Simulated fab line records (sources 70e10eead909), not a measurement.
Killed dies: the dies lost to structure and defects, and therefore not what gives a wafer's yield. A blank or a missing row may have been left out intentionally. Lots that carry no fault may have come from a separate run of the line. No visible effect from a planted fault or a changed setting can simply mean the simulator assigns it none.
Chamber matching :: flow nandHarc :: NHARC_P_M0_DESCUM_14 on rieDiel-11: 4 sister chambers
The step chemistry O2, time 3 s. 4 wafers are shown with their chamber, then 7 later ones without.

EACH WAFER AND ITS CHAMBER
wafer: L926.2
chamber: 2
showerheadPlenumPTorr (Torr): 1.82

wafer: L927.2
chamber: 3
showerheadPlenumPTorr (Torr): 2.01

wafer: L934.2
chamber: 1
showerheadPlenumPTorr (Torr): 1.80

wafer: L934.4
chamber: 0
showerheadPlenumPTorr (Torr): 2.04

WAFERS WITH NO CHAMBER GIVEN
wafer: L934.5
showerheadPlenumPTorr (Torr): 1.80

wafer: L939.2
showerheadPlenumPTorr (Torr): 1.81

wafer: L939.4
showerheadPlenumPTorr (Torr): 1.79

wafer: L939.6
showerheadPlenumPTorr (Torr): 1.81

wafer: L941.1
showerheadPlenumPTorr (Torr): 1.81

wafer: L941.4
showerheadPlenumPTorr (Torr): 2.04

wafer: L941.5
showerheadPlenumPTorr (Torr): 1.81

EACH ONE'S CHAMBER
wafer: L934.5
from the rows above: 1
in truth: 1

wafer: L939.2
from the rows above: can't be placed: 1 or 2
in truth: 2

wafer: L939.4
from the rows above: 1
in truth: 1

wafer: L939.6
from the rows above: can't be placed: 1 or 2
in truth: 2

wafer: L941.1
from the rows above: can't be placed: 1 or 2
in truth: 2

wafer: L941.4
from the rows above: 0
in truth: 0

wafer: L941.5
from the rows above: can't be placed: 1 or 2
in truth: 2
3 of 7 placed correctly. Cannot be placed on the basis of these rows: 4; the candidates contain the true chamber in 4. Number placed wrongly: 0.
How it was worked out, from the rows above alone: a wafer's distance from a chamber is the root of the sum, over the readings, of the square of ((its reading less the chamber's mean) divided by the reading's scatter). The wafer belongs to the nearest chamber; if the next one is less than 2 further off, it can't be placed. The mean given for a chamber averages the wafers shown for that chamber. The scatter: root of mean squared gap, hidden wafer to nearest shown wafer, with one shown wafer a chamber.
